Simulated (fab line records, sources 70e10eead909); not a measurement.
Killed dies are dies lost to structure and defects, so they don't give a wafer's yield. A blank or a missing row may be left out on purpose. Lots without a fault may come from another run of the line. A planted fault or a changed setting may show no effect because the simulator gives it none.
fab line records | flow nand_harc
record lots=24 wafers=72 last_day=25
route steps=1159 shown P_STI@96 P_GATE@122 P_M0@264 P_M1@296
lots that met no fault: from a run of the same line without faults
start_h: hours from the record's first day to the start of the lot's first wafer shown | wait_h: hours since the lot's step before | " the same as in the row above | L1.1+2: a row that stands for several wafers | - no value, or no start given | * or withheld: withheld | < > ~ a bound
route shown NAME@n: a module of which the file shows steps, and the number in the route of the first | usual: mean/standard deviation of fault-free wafers | same: alike in all rows | chamber/n: place in a boat | sites: the reading at each site | _std_site: their standard deviation | _edge_site: outer sites' mean less inner sites' | radius_mm: how far each site lies from the wafer's centre | mask NAME#n: copy n | behind: the tool/chamber that last shaped the wafer | hold: why the lot was held/for how many hours/how that ended | device: the transistor (n, p or np) that didn't switch | end of line: the same wafers' tests at the end of the route | a step without rows: its recipe alone | killed: dies lost to structure and defects at the first sort, not the wafer's yield | map: a wafer's dies, x killed, . not, _ none there
set.NAME: the setting as run; set.NAME@STEP: as run at that earlier step | model.NAME: the simulator's own value behind a step, which no gauge read
steps of the route over a sample of lots; a table a step, a row a wafer
services: from which hour (start_h, from the record's first day; less than 0 if before it) a tool's chamber was out of use, for how many hours, and why
## steps
# step NHARC_P_STI_OCD_MEAS_43
# usual trench_depth_nm=300/4.4 trench_foot_cd_nm=159.0/2.9
# columns lot.wafer tool chamber start_h wait_h trench_depth_nm trench_foot_cd_nm
L074.1 ocd-02 - 40.76 - 301 157.4
L074.2 " - " " 295 157.3
L074.5 " - " " 301 157.1
L075.1 ocd-01 - 40.93 - 308 162.5
L075.3 " - " " 305 158.9
L075.6 " - " " 305 157.7
L076.2 ocd-01 - 53.01 - 299 158.0
L076.3 " - " " 300 155.1
L076.5 " - " " 307 153.8
L077.2 ocd-02 - 53.13 - 295 158.1
L077.3 " - " " 303 156.9
L077.5 " - " " 301 160.8
L078.2 ocd-01 - 61.28 - 297 159.5
L078.3 " - " " 304 161.9
L078.5 " - " " 304 160.7
L079.3 ocd-01 - 66.51 - 292 156.1
L079.4 " - " " 299 154.1
L079.5 " - " " 302 155.7
L080.1 ocd-02 - 73.49 - 298 163.6
L080.4 " - " " 304 157.9
L080.6 " - " " 298 157.8
L081.1 ocd-02 - 80.50 - 298 160.0
L081.5 " - " " 300 165.4
L081.6 " - " " 300 162.9
L082.2 ocd-02 - 85.09 - 298 162.8
L082.4 " - " " 308 158.9
L082.6 " - " " 302 157.9
L083.1 ocd-02 - 92.87 - 301 157.5
L083.3 " - " " 299 160.1
L083.4 " - " " 305 154.2
L084.1 ocd-01 - 93.03 - 298 159.7
L084.2 " - " " 295 162.0
L084.3 " - " " 297 163.1
L085.1 ocd-02 - 101.86 - 300 161.4
L085.3 " - " " 301 162.1
L085.6 " - " " 304 162.8
L086.3 ocd-01 - 109.99 - 300 157.3
L086.4 " - " " 302 159.1
L086.6 " - " " 298 163.8
L087.4 ocd-02 - 117.13 - 296 158.4
L087.5 " - " " 295 160.4
L087.6 " - " " 300 158.9
L088.1 ocd-01 - 117.30 - 306 157.9
L088.3 " - " " 304 157.0
L088.5 " - " " 307 158.3
L089.2 ocd-01 - 126.90 - 297 155.4
L089.4 " - " " 297 154.8
L089.6 " - " " 296 158.3
L090.1 ocd-02 - 134.82 - 294 161.5
L090.3 " - " " 300 159.9
L090.4 " - " " 298 158.9
L091.2 ocd-01 - 135.09 - 305 155.6
L091.3 " - " " 294 159.1
L091.4 " - " " 295 163.1
L092.3 ocd-01 - 150.70 - 293 165.2
L092.4 " - " " 303 164.9
L092.5 " - " " 296 163.1
L093.2 ocd-02 - 150.89 - 295 158.6
L093.4 " - " " 301 160.1
L093.5 " - " " 294 160.5
L094.1 ocd-01 - 158.72 - 302 156.7
L094.2 " - " " 310 157.7
L094.3 " - " " 301 158.3
L095.3 ocd-01 - 165.17 - 299 156.8
L095.4 " - " " 306 153.6
L095.5 " - " " 295 157.4
L096.3 ocd-02 - 165.34 - 294 151.9
L096.4 " - " " 298 151.8
L096.6 " - " " 295 156.8
L097.3 ocd-01 - 175.99 - 295 165.0
L097.5 " - " " 309 156.9
L097.6 " - " " 299 159.5
# step NHARC_P_GATE_CD_MEAS_11
# recipe target_cd_nm=1640 landing_energy_ev=500
# usual cd_nm=1639.7/2.2
# columns lot.wafer tool chamber start_h wait_h cd_nm
L074.1 cd_sem-03 0 77.67 - 1641.4
L074.2 " 0 " " 1643.3
L074.5 " 0 " " 1640.3
L075.1 cd_sem-03 0 77.83 - 1640.9
L075.3 " 0 " " 1640.9
L075.6 " 0 " " 1641.4
L077.2 cd_sem-01 0 93.69 - 1641.8
L077.3 " 0 " " 1640.8
L077.5 " 0 " " 1641.9
L076.2 cd_sem-03 0 93.85 - 1639.2
L076.3 " 0 " " 1637.0
L076.5 " 0 " " 1637.7
L078.2 cd_sem-02 0 94.01 - 1642.4
L078.3 " 0 " " 1642.0
L078.5 " 0 " " 1640.1
L080.1 cd_sem-03 0 106.82 - 1643.8
L080.4 " 0 " " 1639.0
L080.6 " 0 " " 1643.0
L079.3 cd_sem-01 0 106.99 - 1636.0
L079.4 " 0 " " 1637.3
L079.5 " 0 " " 1638.4
L081.1 cd_sem-01 0 114.44 - 1638.0
L081.5 " 0 " " 1640.1
L081.6 " 0 " " 1637.1
L082.2 cd_sem-01 0 121.36 - 1636.6
L082.4 " 0 " " 1639.4
L082.6 " 0 " " 1639.7
L084.1 cd_sem-03 0 133.62 - 1641.4
L084.2 " 0 " " 1639.2
L084.3 " 0 " " 1642.4
L083.1 cd_sem-03 0 133.78 - 1636.6
L083.3 " 0 " " 1637.2
L083.4 " 0 " " 1636.0
L085.1 cd_sem-01 0 142.83 - 1638.2
L085.3 " 0 " " 1640.8
L085.6 " 0 " " 1638.9
L086.3 cd_sem-03 0 154.24 - 1638.3
L086.4 " 0 " " 1639.1
L086.6 " 0 " " 1637.4
L087.4 cd_sem-02 0 154.41 - 1641.7
L087.5 " 0 " " 1639.7
L087.6 " 0 " " 1640.6
L088.1 cd_sem-02 0 154.56 - 1639.5
L088.3 " 0 " " 1638.2
L088.5 " 0 " " 1640.6
L089.2 cd_sem-03 0 164.82 - 1639.2
L089.4 " 0 " " 1641.4
L089.6 " 0 " " 1641.4
L091.2 cd_sem-02 0 170.51 - 1638.8
L091.3 " 0 " " 1640.4
L091.4 " 0 " " 1636.4
L090.1 cd_sem-03 0 170.54 - 1642.4
L090.3 " 0 " " 1642.1
L090.4 " 0 " " 1643.3
L093.2 cd_sem-01 0 189.88 - 1641.4
L093.4 " 0 " " 1642.8
L093.5 " 0 " " 1642.0
L092.3 cd_sem-03 0 190.04 - 1639.5
L092.4 " 0 " " 1640.5
L092.5 " 0 " " 1639.2
L094.1 cd_sem-03 0 194.73 - 1640.0
L094.2 " 0 " " 1642.4
L094.3 " 0 " " 1642.2
L095.3 cd_sem-03 0 201.20 - 1638.3
L095.4 " 0 " " 1638.8
L095.5 " 0 " " 1638.5
L096.3 cd_sem-01 0 201.23 - 1637.4
L096.4 " 0 " " 1640.0
L096.6 " 0 " " 1639.9
L097.3 cd_sem-02 0 213.09 - 1641.8
L097.5 " 0 " " 1635.6
L097.6 " 0 " " 1638.5
# step NHARC_P_M0_OVL_MEAS_10
# recipe pitch_nm=180
# usual overlay_x_nm=-0.2/0.92 overlay_y_nm=0.1/0.8
# columns lot.wafer tool chamber start_h wait_h overlay_x_nm overlay_y_nm
L074.1 overlay-02 - 125.96 - 0.7 0.3
L074.2 " - " " 1.1 -0.4
L074.5 " - " " 0.3 -0.8
L075.1 overlay-01 - 129.35 - 0.3 -1.0
L075.3 " - " " 0.3 -1.3
L075.6 " - " " 1.1 -1.3
L077.2 overlay-02 - 132.81 - 0.9 -0.1
L077.3 " - " " 1.4 -0.8
L077.5 " - " " 0.6 -0.6
L078.2 overlay-02 - 133.89 - -0.2 -0.6
L078.3 " - " " -0.4 -0.8
L078.5 " - " " 0.2 -0.8
L076.2 overlay-02 - 140.38 - -0.5 0.1
L076.3 " - " " -0.8 0.5
L076.5 " - " " -1.0 1.3
L079.3 overlay-02 - 146.41 - -0.1 -0.4
L079.4 " - " " -0.4 -0.3
L079.5 " - " " -0.4 0.3
L080.1 overlay-01 - 152.17 - -0.6 0.6
L080.4 " - " " -0.9 0.8
L080.6 " - " " -1.1 0.6
L081.1 overlay-02 - 157.27 - -0.9 0.0
L081.5 " - " " -1.5 0.2
L081.6 " - " " -1.6 0.0
L082.2 overlay-02 - 166.90 - 0.4 0.4
L082.4 " - " " 0.4 -0.7
L082.6 " - " " 0.9 -0.2
L083.1 overlay-02 - 172.19 - -0.5 1.1
L083.3 " - " " -0.7 1.2
L083.4 " - " " -0.4 0.8
L084.1 overlay-02 - 173.03 - -1.4 -0.1
L084.2 " - " " -1.8 0.3
L084.3 " - " " -1.5 -0.4
L085.1 overlay-02 - 185.36 - -0.1 1.7
L085.3 " - " " -0.6 2.0
L085.6 " - " " -0.2 1.3
L086.3 overlay-01 - 196.99 - -0.2 -0.7
L086.4 " - " " 0.2 -0.9
L086.6 " - " " 0.3 -0.8
L088.1 overlay-01 - 197.65 - -0.2 -0.4
L088.3 " - " " -0.5 -0.1
L088.5 " - " " -0.8 -0.2
L087.4 overlay-02 - 198.23 - -0.1 0.7
L087.5 " - " " -0.1 0.8
L087.6 " - " " -1.1 0.9
L089.2 overlay-01 - 214.26 - 1.5 -0.2
L089.4 " - " " 1.1 -0.3
L089.6 " - " " 1.3 -0.3
L091.2 overlay-01 - 214.92 - -0.2 -0.2
L091.3 " - " " 0.5 -0.9
L091.4 " - " " 0.3 -1.4
L090.1 overlay-01 - 215.47 - -1.3 0.8
L090.3 " - " " -0.5 0.3
L090.4 " - " " -1.0 1.7
L093.2 overlay-01 - 231.00 - -0.1 0.8
L093.4 " - " " 0.3 1.1
L093.5 " - " " -0.2 0.8
L092.3 overlay-02 - 231.44 - -1.3 -1.2
L092.4 " - " " -1.1 -1.2
L092.5 " - " " -0.9 -0.9
L094.1 overlay-01 - 233.03 - 1.5 -0.3
L094.2 " - " " 1.6 0.1
L094.3 " - " " 1.5 -0.2
L095.3 overlay-02 - 240.61 - -2.0 1.1
L095.4 " - " " -1.8 0.2
L095.5 " - " " -1.9 0.4
L096.3 overlay-01 - 240.76 - 0.3 0.8
L096.4 " - " " 0.4 0.9
L096.6 " - " " -0.2 1.0
L097.3 overlay-02 - 257.00 - -0.2 0.8
L097.5 " - " " -0.8 0.7
L097.6 " - " " -0.5 0.9
# step NHARC_P_M0_PVD_21
# recipe target_thk_a=300 chamber_pressure_pa=5 power_w=5000 substrate_temp_c=30 time_s=20.49 material=Cu
# usual throttle_valve_pct=29.3/1.2
# columns lot.wafer tool chamber start_h wait_h throttle_valve_pct
L074.1 pvd_sputter-03 - - - 30.1
L074.2 " - " " 29.2
L074.5 " - " " 29.5
L075.1 pvd_sputter-02 - - - 29.5
L075.3 " - " " 29.4
L075.6 " - " " 29.4
L077.3 pvd_sputter-01 - - - 30.5
L077.2 " - " " 31.0
L077.5 " - " " 28.9
L078.2 pvd_sputter-03 - - - 26.7
L078.3 " - " " 29.1
L078.5 " - " " 29.0
L076.3 pvd_sputter-03 - - - 29.3
L076.2 " - " " 26.7
L076.5 " - " " 30.2
L079.3 pvd_sputter-02 - - - 29.7
L079.4 " - " " 27.9
L079.5 " - " " 29.3
L080.1 pvd_sputter-01 - - - 31.0
L080.4 " - " " 28.7
L080.6 " - " " 30.6
L081.1 pvd_sputter-02 - - - 30.1
L081.5 " - " " 30.1
L081.6 " - " " 27.7
L082.4 pvd_sputter-03 - - - 26.4
L082.2 " - " " 28.9
L082.6 " - " " 29.3
L083.4 pvd_sputter-01 - - - 29.7
L083.1 " - " " 30.8
L083.3 " - " " 29.0
L084.3 pvd_sputter-02 - - - 29.1
L084.2 " - " " 30.2
L084.1 " - " " 27.7
L085.1 pvd_sputter-03 - - - 29.3
L085.3 " - " " 29.8
L085.6 " - " " 29.3
L086.4 pvd_sputter-01 - - - 29.3
L086.3 " - " " 29.1
L086.6 " - " " 29.7
L088.3 pvd_sputter-02 - - - 27.8
L088.1 " - " " 29.4
L088.5 " - " " 29.4
L087.4 pvd_sputter-01 - - - 29.2
L087.5 " - " " 31.3
L087.6 " - " " 29.2
L089.4 pvd_sputter-01 - - - 30.9
L089.2 " - " " 29.5
L089.6 " - " " 29.1
L091.3 pvd_sputter-03 - - - 29.2
L091.4 " - " " 26.8
L091.2 " - " " 29.4
L090.1 pvd_sputter-01 - - - 29.3
L090.4 " - " " 29.0
L090.3 " - " " 29.5
L093.4 pvd_sputter-03 - - - 29.2
L093.2 " - " " 30.4
L093.5 " - " " 29.0
L092.4 pvd_sputter-02 - - - 30.7
L092.3 " - " " 29.7
L092.5 " - " " 30.5
L094.3 pvd_sputter-02 - - - 30.6
L094.2 " - " " 30.6
L094.1 " - " " 27.6
L095.4 pvd_sputter-01 - - - 30.9
L095.3 " - " " 29.6
L095.5 " - " " 31.2
L096.4 pvd_sputter-03 - - - 29.3
L096.3 " - " " 26.6
L096.6 " - " " 29.3
L097.3 pvd_sputter-03 - - - 29.2
L097.6 " - " " 26.4
L097.5 " - " " 29.2
# step NHARC_P_M1_OVL_MEAS_10
# recipe pitch_nm=260
# usual overlay_x_nm=0.2/0.88 overlay_y_nm=-0.2/0.95
# columns lot.wafer tool chamber start_h wait_h overlay_x_nm overlay_y_nm
L074.1 overlay-02 - 130.01 - -0.7 -0.1
L074.2 " - " " -0.6 -0.5
L074.5 " - " " -0.6 -0.4
L075.1 overlay-01 - 133.54 - 0.2 0.1
L075.3 " - " " 0.6 0.1
L075.6 " - " " 0.7 -0.2
L077.2 overlay-01 - 136.91 - -1.0 0.5
L077.3 " - " " -1.4 0.1
L077.5 " - " " -0.4 0.1
L078.2 overlay-01 - 137.89 - 0.7 -1.4
L078.3 " - " " 0.7 -1.6
L078.5 " - " " 0.8 -0.8
L076.2 overlay-01 - 144.62 - 2.1 -1.9
L076.3 " - " " 1.6 -1.8
L076.5 " - " " 1.7 -2.1
L079.3 overlay-01 - 150.49 - 1.0 -1.8
L079.4 " - " " 1.0 -1.1
L079.5 " - " " 0.8 -1.5
L080.1 overlay-01 - 156.22 - -1.3 -1.2
L080.4 " - " " -1.4 -0.9
L080.6 " - " " -1.1 -0.9
L081.1 overlay-01 - 161.62 - -0.4 1.0
L081.5 " - " " -1.0 1.2
L081.6 " - " " -0.2 0.6
L082.2 overlay-02 - 171.86 - 0.3 -0.4
L082.4 " - " " 0.7 -0.3
L082.6 " - " " 0.9 -0.6
L083.1 overlay-02 - 176.26 - 0.8 1.8
L083.3 " - " " 1.3 1.5
L083.4 " - " " 0.8 1.3
L084.1 overlay-02 - 177.12 - -1.1 -1.3
L084.2 " - " " -0.6 -1.8
L084.3 " - " " -0.4 -1.5
L085.1 overlay-01 - 189.65 - 1.9 -1.0
L085.3 " - " " 1.5 -0.8
L085.6 " - " " 1.9 -1.5
L086.3 overlay-01 - 201.06 - -0.1 0.8
L086.4 " - " " 0.3 0.6
L086.6 " - " " -0.2 0.5
L088.1 overlay-02 - 201.73 - -0.1 0.4
L088.3 " - " " 0.2 0.3
L088.5 " - " " 0.0 0.6
L087.4 overlay-01 - 202.38 - 1.4 -0.2
L087.5 " - " " 0.7 -0.4
L087.6 " - " " 0.8 -0.1
L089.2 overlay-01 - 218.33 - -1.4 -1.3
L089.4 " - " " -1.1 -1.8
L089.6 " - " " -1.1 -1.5
L091.2 overlay-02 - 218.89 - -0.7 0.3
L091.3 " - " " 0.3 0.7
L091.4 " - " " -0.3 0.1
L090.1 overlay-01 - 219.58 - -0.4 -0.6
L090.3 " - " " -0.2 -0.4
L090.4 " - " " -0.4 0.0
L093.2 overlay-02 - 235.19 - 1.1 1.0
L093.4 " - " " 1.6 1.4
L093.5 " - " " 1.7 1.5
L092.3 overlay-01 - 235.56 - 0.2 0.4
L092.4 " - " " -0.2 0.0
L092.5 " - " " -0.2 0.5
L094.1 overlay-02 - 237.31 - 0.9 0.8
L094.2 " - " " 1.5 1.1
L094.3 " - " " 1.6 0.5
L095.3 overlay-02 - 244.59 - 1.0 -0.5
L095.4 " - " " 1.2 -1.1
L095.5 " - " " 0.7 -0.8
L096.3 overlay-01 - 244.98 - 0.4 0.2
L096.4 " - " " -0.1 0.4
L096.6 " - " " -0.2 0.1
L097.3 overlay-02 - 261.07 - -0.4 0.8
L097.5 " - " " -0.1 0.4
L097.6 " - " " -0.1 0.8
# step NHARC_P_M1_ETCH_15
# recipe target_depth_a=1825 time_s=91.2 c4f8_flow_sccm=withheld ar_flow_sccm=400 rf_w=600 bias_w=300 chemistry=C4F8/Ar
# usual chamber_pressure_mTorr=25.001/0.022 oes_product_au=0.958/0.023 rf_vpp_V=441.1/2.2
# columns lot.wafer tool chamber start_h wait_h chamber_pressure_mTorr oes_product_au rf_hours_counter_h rf_vpp_V
L074.1 rie_diel-05 0 - - 25.068 0.989 8 439.5
L074.2 " 1 " " 25.013 0.964 9 443.4
L074.5 " 0 " " 24.994 0.981 - 440.1
L075.1 rie_diel-09 1 - - 24.993 0.969 1 442.8
L075.3 " 3 " " 25.008 0.945 1 439.0
L075.6 " 2 " " 24.982 0.984 - 444.8
L077.2 rie_diel-09 2 - - 24.997 0.951 1 445.5
L077.3 " 0 " " 25.038 0.937 1 441.0
L077.5 " 2 " " 24.980 0.941 - 446.0
L078.3 rie_diel-07 1 - - 25.003 0.961 5 442.7
L078.2 " 2 " " 25.010 0.972 5 441.8
L078.5 " 1 " " 24.990 0.972 - 442.2
L076.2 rie_diel-05 1 - - 25.020 0.912 10 441.2
L076.3 " 2 " " 24.989 0.925 10 441.0
L076.5 " 2 " " 24.998 0.928 - 440.1
L079.3 rie_diel-07 0 - - 25.000 0.982 7 443.1
L079.4 " 2 " " 24.979 0.974 6 441.8
L079.5 " 0 " " 24.976 0.974 - 444.5
L080.1 rie_diel-05 2 - - 24.982 0.930 10 441.0
L080.4 " 3 " " 24.977 0.909 10 440.5
L080.6 " 1 " " 25.033 0.905 - 441.5
L081.1 rie_diel-07 2 - - 24.957 0.951 6 442.8
L081.5 " 2 " " 24.992 0.949 - 442.5
L081.6 " 3 " " 24.985 0.940 - 438.7
L082.2 rie_diel-09 0 - - 25.034 0.961 1 439.9
L082.4 " 1 " " 24.982 0.953 - 442.6
L082.6 " 0 " " 24.962 0.969 - 439.0
L083.1 rie_diel-09 3 - - 25.008 0.961 2 438.3
L083.3 " 0 " " 25.000 0.959 2 440.6
L083.4 " 1 " " 25.040 0.960 - 442.7
L084.1 rie_diel-05 0 - - 24.973 0.980 0 439.0
L084.2 " 1 " " 25.002 0.968 0 441.7
L084.3 " 2 " " 25.014 0.972 0 441.0
L085.3 rie_diel-07 3 - - 25.022 0.960 10 437.8
L085.1 " 0 " " 24.982 0.961 10 441.6
L085.6 " 0 " " 24.977 0.960 - 443.7
L086.3 rie_diel-09 2 - - 25.006 0.927 2 445.9
L086.4 " 0 " " 25.032 0.952 - 439.0
L086.6 " 1 " " 25.015 0.956 - 442.9
L088.1 rie_diel-07 0 - - 24.989 0.977 10 442.9
L088.3 " 2 " " 25.014 0.971 9 441.9
L088.5 " 0 " " 25.025 0.978 - 442.4
L087.4 rie_diel-05 3 - - 24.984 0.973 2 439.1
L087.5 " 2 " " 25.048 0.962 - 441.3
L087.6 " 3 " " 25.022 0.977 - 440.3
L089.2 rie_diel-09 1 - - 24.982 0.944 3 442.6
L089.4 " 2 " " 25.029 0.973 2 445.3
L089.6 " 3 " " 25.015 0.959 - 437.0
L091.4 rie_diel-09 3 - - 24.994 0.943 3 437.5
L091.2 " 0 " " 24.987 0.946 3 439.7
L091.3 " 1 " " 24.960 0.967 3 443.1
L090.1 rie_diel-09 1 - - 24.995 0.962 3 441.3
L090.3 " 2 " " 25.015 0.981 2 444.2
L090.4 " 0 " " 25.029 0.972 3 438.5
L093.2 rie_diel-05 0 - - 25.028 0.970 5 438.4
L093.4 " 1 " " 25.040 0.977 4 443.6
L093.5 " 3 " " 24.993 0.947 - 438.2
L092.4 rie_diel-09 3 - - 25.009 0.918 4 438.5
L092.3 " 2 " " 24.982 0.933 3 445.9
L092.5 " 0 " " 24.988 0.913 - 438.4
L094.3 rie_diel-07 3 - - 24.997 0.973 0 437.6
L094.2 " 0 " " 24.951 0.989 0 443.4
L094.1 " 2 " " 25.051 0.982 0 442.1
L095.3 rie_diel-05 0 - - 25.025 0.962 5 439.3
L095.4 " 1 " " 24.987 0.977 5 443.4
L095.5 " 1 " " 25.003 0.986 - 442.8
L096.3 rie_diel-07 2 - - 24.993 0.980 1 442.0
L096.4 " 0 " " 24.975 0.977 1 443.5
L096.6 " 1 " " 24.987 0.997 - 441.0
L097.3 rie_diel-05 0 - - 25.010 0.906 6 437.8
L097.6 " 0 " " 25.002 0.922 - 440.4
L097.5 " 1 " " 25.018 0.930 - 443.4
## services
# columns tool chamber start_h hours kind
pvd_sputter-03 - 104.78 10.0 pm
rie_diel-09 0 110.60 - clean
rie_diel-09 1 110.60 - clean
rie_diel-09 2 110.60 - clean
rie_diel-09 3 110.60 - clean
rie_diel-09 0 135.10 - clean
rie_diel-09 1 135.10 - clean
rie_diel-09 2 135.10 - clean
rie_diel-09 3 135.10 - clean
rie_diel-09 0 137.65 13.1 repair
pvd_sputter-02 - 149.12 3.9 repair
pvd_sputter-01 - 158.00 10.0 pm
pvd_sputter-03 - 158.16 9.6 repair
rie_diel-05 - 163.60 9.0 pm
rie_diel-09 2 171.03 30.0 repair
pvd_sputter-01 - 193.70 1.8 repair
rie_diel-09 3 201.08 7.2 repair
pvd_sputter-03 - 212.05 2.9 repair
pvd_sputter-02 - 215.38 10.0 pm
rie_diel-07 - 228.20 9.0 pm
pvd_sputter-01 - 244.65 1.8 repair
rie_diel-09 2 251.54 5.7 repair
rie_diel-05 3 253.04 2.6 repair
rie_diel-09 - 254.10 9.0 pm
## key
fault none
